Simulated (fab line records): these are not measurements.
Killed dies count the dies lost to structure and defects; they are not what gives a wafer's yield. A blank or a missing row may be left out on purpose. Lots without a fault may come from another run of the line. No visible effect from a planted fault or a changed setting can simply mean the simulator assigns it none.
Chamber matching || flow nandHarc || aldHk-01 running NHARC_A_CHANNEL_FILL_D1_ALD_25: 4 sister chambers
The step deposits SiOx, target thk 60 nm, pulse time 10 s, ald cycles 600. 18 wafers are shown with their chamber, then 9 later ones without.

## EACH WAFER AND ITS CHAMBER
{"wafer": "L078.1", "chamber": 1, "heaterPowerW (W)": 422, "precursorPulseHeightRel": 1.032}
{"wafer": "L078.3", "chamber": 2, "heaterPowerW (W)": 461, "precursorPulseHeightRel": 0.980}
{"wafer": "L078.5", "chamber": 1, "heaterPowerW (W)": 416, "precursorPulseHeightRel": 1.026}
{"wafer": "L080.4", "chamber": 2, "heaterPowerW (W)": 473, "precursorPulseHeightRel": 0.985}
{"wafer": "L080.5", "chamber": 1, "heaterPowerW (W)": 431, "precursorPulseHeightRel": 0.984}
{"wafer": "L080.6", "chamber": 2, "heaterPowerW (W)": 461, "precursorPulseHeightRel": 0.997}
{"wafer": "L082.4", "chamber": 0, "heaterPowerW (W)": 481, "precursorPulseHeightRel": 0.953}
{"wafer": "L082.1", "chamber": 2, "heaterPowerW (W)": 479, "precursorPulseHeightRel": 0.998}
{"wafer": "L082.5", "chamber": 3, "heaterPowerW (W)": 394, "precursorPulseHeightRel": 0.996}
{"wafer": "L085.2", "chamber": 0, "heaterPowerW (W)": 477, "precursorPulseHeightRel": 1.017}
{"wafer": "L085.3", "chamber": 1, "heaterPowerW (W)": 426, "precursorPulseHeightRel": 0.961}
{"wafer": "L085.6", "chamber": 0, "heaterPowerW (W)": 487, "precursorPulseHeightRel": 1.027}
{"wafer": "L087.1", "chamber": 3, "heaterPowerW (W)": 397, "precursorPulseHeightRel": 1.000}
{"wafer": "L087.5", "chamber": 0, "heaterPowerW (W)": 480, "precursorPulseHeightRel": 0.982}
{"wafer": "L087.6", "chamber": 1, "heaterPowerW (W)": 421, "precursorPulseHeightRel": 1.029}
{"wafer": "L088.1", "chamber": 0, "heaterPowerW (W)": 478, "precursorPulseHeightRel": 0.975}
{"wafer": "L088.4", "chamber": 1, "heaterPowerW (W)": 431, "precursorPulseHeightRel": 1.005}
{"wafer": "L088.3", "chamber": 3, "heaterPowerW (W)": 399, "precursorPulseHeightRel": 0.977}

SIGNATURES (means of the wafers above)
{"reading": "heaterPowerW", "chamber 0": 480.60, "chamber 1": 424.50, "chamber 2": 468.50, "chamber 3": 396.67, "scatter within a chamber": 5.94}
{"reading": "precursorPulseHeightRel", "chamber 0": 0.99080, "chamber 1": 1.00617, "chamber 2": 0.99000, "chamber 3": 0.99100, "scatter within a chamber": 0.0245}
Rule: a wafer lies at a distance from a chamber equal to the root of the sum of squares, over the readings, of (its reading less the chamber's mean, divided by the reading's scatter). The wafer belongs to the nearest chamber; if the next one is less than 2 further off, it can't be placed. How the scatter is found: for the shown wafers, subtract from each reading the mean of its chamber, square and add these, divide the total by (wafers less chambers), then take the root.

## WAFERS MISSING THEIR CHAMBER
{"wafer": "L090.2", "heaterPowerW (W)": 483, "precursorPulseHeightRel": 0.977}
{"wafer": "L090.3", "heaterPowerW (W)": 397, "precursorPulseHeightRel": 1.029}
{"wafer": "L090.6", "heaterPowerW (W)": 427, "precursorPulseHeightRel": 0.997}
{"wafer": "L093.4", "heaterPowerW (W)": 399, "precursorPulseHeightRel": 1.005}
{"wafer": "L093.2", "heaterPowerW (W)": 416, "precursorPulseHeightRel": 1.002}
{"wafer": "L093.6", "heaterPowerW (W)": 407, "precursorPulseHeightRel": 0.959}
{"wafer": "L096.2", "heaterPowerW (W)": 418, "precursorPulseHeightRel": 0.988}
{"wafer": "L096.3", "heaterPowerW (W)": 399, "precursorPulseHeightRel": 1.010}
{"wafer": "L096.5", "heaterPowerW (W)": 465, "precursorPulseHeightRel": 1.008}

## CHAMBER TAKEN BY EACH
{"wafer": "L090.2", "from the rows above": "can't be placed: 0 or 2", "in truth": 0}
{"wafer": "L090.3", "from the rows above": 3, "in truth": 3}
{"wafer": "L090.6", "from the rows above": 1, "in truth": 1}
{"wafer": "L093.4", "from the rows above": 3, "in truth": 3}
{"wafer": "L093.2", "from the rows above": "can't be placed: 1 or 3", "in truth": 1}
{"wafer": "L093.6", "from the rows above": "can't be placed: 3 or 1", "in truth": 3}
{"wafer": "L096.2", "from the rows above": 1, "in truth": 1}
{"wafer": "L096.3", "from the rows above": 3, "in truth": 3}
{"wafer": "L096.5", "from the rows above": "can't be placed: 2 or 0", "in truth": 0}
Correctly placed: 5 of 9. These rows do not allow placing 4 (true chamber among the candidates in 4). Number placed wrongly: 0.
